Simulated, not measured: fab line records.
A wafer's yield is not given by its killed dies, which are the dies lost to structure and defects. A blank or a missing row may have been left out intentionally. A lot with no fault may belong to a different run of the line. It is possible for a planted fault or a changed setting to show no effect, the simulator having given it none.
Matching of chambers	flow n5_finfet	N5_MOL_CONTACT_COAG_ETCH_59 on rie_diel-05 has 4 sister chambers
The step etches underlayer in N2/H2, target depth 13 nm, time 10.4 s. 16 wafers are shown with their chamber, then 8 later ones without.

== WAFERS, EACH WITH ITS CHAMBER ==
wafer	chamber	drypump_motor_current_A (A)	showerhead_plenum_p_Torr (Torr)	throttle_valve_pct (%)
L075.3	2	6.2	2.44	18.2
L075.4	2	6.3	2.44	18.2
L075.5	3	4.8	2.65	17.8
L077.3	0	5.2	2.53	17.5
L077.4	3	4.8	2.65	17.9
L077.5	1	5.4	2.51	17.7
L083.3	3	4.8	2.65	17.9
L083.5	1	5.4	2.51	17.8
L083.6	2	6.3	2.44	18.2
L086.1	0	5.2	2.52	17.5
L086.2	3	4.8	2.64	17.9
L086.6	3	4.8	2.65	17.9
L090.1	0	5.2	2.52	17.5
L090.4	2	6.3	2.43	18.2
L090.5	0	5.2	2.52	17.5
L092.1	3	4.8	2.64	17.9

SIGNATURES, as means of the wafers listed above
reading	chamber 0	chamber 1	chamber 2	chamber 3	scatter within a chamber
drypump_motor_current_A	5.200	5.400	6.275	4.800	0.025
showerhead_plenum_p_Torr	2.5225	2.5100	2.4375	2.6467	0.00486
throttle_valve_pct	17.500	17.750	18.200	17.883	0.0333
Rule: distance of a wafer from a chamber = root of the sum over the readings of ((wafer's reading minus chamber's mean) / reading's scatter) squared. If the next closest chamber is less than 2 further off than the closest, the wafer can't be placed; otherwise it belongs to the closest. The scatter: take each reading less its chamber's mean, square it, sum over the shown wafers, divide by the number of wafers less the number of chambers, and take the root.

== WAFERS MISSING THEIR CHAMBER ==
wafer	drypump_motor_current_A (A)	showerhead_plenum_p_Torr (Torr)	throttle_valve_pct (%)
L092.4	5.2	2.51	17.5
L092.6	4.8	2.64	17.9
L095.1	5.3	2.51	17.5
L095.5	5.2	2.51	17.5
L095.6	5.4	2.50	17.8
L097.3	5.4	2.50	17.8
L097.4	6.2	2.43	18.2
L097.6	5.4	2.50	17.8

== WHICH CHAMBER EACH WENT THROUGH ==
wafer	from the rows above	in truth
L092.4	0	0
L092.6	3	3
L095.1	0	0
L095.5	0	0
L095.6	1	1
L097.3	1	1
L097.4	2	2
L097.6	1	1
8 of 8 placed correctly. Not placeable from these rows: 0. 0 placed wrongly.
